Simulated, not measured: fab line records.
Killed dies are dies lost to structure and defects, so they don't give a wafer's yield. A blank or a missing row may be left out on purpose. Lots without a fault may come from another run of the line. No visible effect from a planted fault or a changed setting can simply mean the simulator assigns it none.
Chamber matching :: flow n5-finfet :: N5_HKMG_FIN_ALD_79 on ald-metal-03: 4 sister chambers
The step deposits TiN, target thk 1.5 nm, pulse time 1 s, purge time 3 s. 20 wafers are shown with their chamber, then 10 later ones without.

## WAFERS, EACH WITH ITS CHAMBER
wafer: L074.1
chamber: 0
heater-power-w (W): 932
precursor-pulse-height-rel: 1.001

wafer: L074.2
chamber: 3
heater-power-w (W): 915
precursor-pulse-height-rel: 1.003

wafer: L074.3
chamber: 2
heater-power-w (W): 1008
precursor-pulse-height-rel: 1.014

wafer: L074.4
chamber: 1
heater-power-w (W): 824
precursor-pulse-height-rel: 0.989

wafer: L074.5
chamber: 1
heater-power-w (W): 829
precursor-pulse-height-rel: 1.001

wafer: L074.6
chamber: 2
heater-power-w (W): 974
precursor-pulse-height-rel: 0.976

wafer: L078.1
chamber: 0
heater-power-w (W): 901
precursor-pulse-height-rel: 1.006

wafer: L078.3
chamber: 3
heater-power-w (W): 911
precursor-pulse-height-rel: 1.037

wafer: L078.4
chamber: 1
heater-power-w (W): 844
precursor-pulse-height-rel: 0.990

wafer: L083.1
chamber: 2
heater-power-w (W): 1004
precursor-pulse-height-rel: 0.999

wafer: L083.2
chamber: 3
heater-power-w (W): 897
precursor-pulse-height-rel: 1.012

wafer: L083.3
chamber: 1
heater-power-w (W): 814
precursor-pulse-height-rel: 0.979

wafer: L083.4
chamber: 0
heater-power-w (W): 927
precursor-pulse-height-rel: 1.026

wafer: L083.5
chamber: 2
heater-power-w (W): 985
precursor-pulse-height-rel: 0.979

wafer: L083.6
chamber: 1
heater-power-w (W): 831
precursor-pulse-height-rel: 0.996

wafer: L084.1
chamber: 1
heater-power-w (W): 841
precursor-pulse-height-rel: 1.061

wafer: L084.4
chamber: 3
heater-power-w (W): 918
precursor-pulse-height-rel: 1.009

wafer: L084.6
chamber: 0
heater-power-w (W): 927
precursor-pulse-height-rel: 0.981

wafer: L086.1
chamber: 0
heater-power-w (W): 955
precursor-pulse-height-rel: 1.046

wafer: L086.5
chamber: 1
heater-power-w (W): 843
precursor-pulse-height-rel: 1.005

SIGNATURES (means of the wafers above)
reading: heater-power-w
chamber 0: 928.40
chamber 1: 832.29
chamber 2: 992.75
chamber 3: 910.25
scatter within a chamber: 14.2

reading: precursor-pulse-height-rel
chamber 0: 1.01200
chamber 1: 1.00300
chamber 2: 0.99200
chamber 3: 1.01525
scatter within a chamber: 0.023
Rule: for each reading, subtract the chamber's mean from the wafer's reading, divide by that reading's scatter and square the result; add these up over the readings and take the root, which gives the wafer's distance from the chamber. If the next closest chamber is less than 2 further off than the closest, the wafer can't be placed; otherwise it belongs to the closest. The scatter: take each reading less its chamber's mean, square it, sum over the shown wafers, divide by the number of wafers less the number of chambers, and take the root.

## WAFERS WITH NO CHAMBER GIVEN
wafer: L086.6
heater-power-w (W): 984
precursor-pulse-height-rel: 1.003

wafer: L088.1
heater-power-w (W): 968
precursor-pulse-height-rel: 1.015

wafer: L088.3
heater-power-w (W): 872
precursor-pulse-height-rel: 1.043

wafer: L088.6
heater-power-w (W): 936
precursor-pulse-height-rel: 1.014

wafer: L093.1
heater-power-w (W): 988
precursor-pulse-height-rel: 0.981

wafer: L093.4
heater-power-w (W): 912
precursor-pulse-height-rel: 0.977

wafer: L093.6
heater-power-w (W): 890
precursor-pulse-height-rel: 1.021

wafer: L097.2
heater-power-w (W): 894
precursor-pulse-height-rel: 0.973

wafer: L097.3
heater-power-w (W): 923
precursor-pulse-height-rel: 1.006

wafer: L097.6
heater-power-w (W): 934
precursor-pulse-height-rel: 1.029

## CHAMBER TAKEN BY EACH
wafer: L086.6
from the rows above: 2
in truth: 2

wafer: L088.1
from the rows above: can't be placed: 2 or 0
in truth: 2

wafer: L088.3
from the rows above: can't be placed: 3 or 1 or 0
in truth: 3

wafer: L088.6
from the rows above: can't be placed: 0 or 3
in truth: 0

wafer: L093.1
from the rows above: 2
in truth: 2

wafer: L093.4
from the rows above: can't be placed: 3 or 0
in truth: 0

wafer: L093.6
from the rows above: can't be placed: 3 or 0
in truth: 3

wafer: L097.2
from the rows above: can't be placed: 3 or 0
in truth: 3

wafer: L097.3
from the rows above: can't be placed: 0 or 3
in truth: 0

wafer: L097.6
from the rows above: can't be placed: 0 or 3
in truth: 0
Placed correctly: 2 of 10. Cannot be placed on the basis of these rows: 8; the candidates contain the true chamber in 8. 0 placed wrongly.
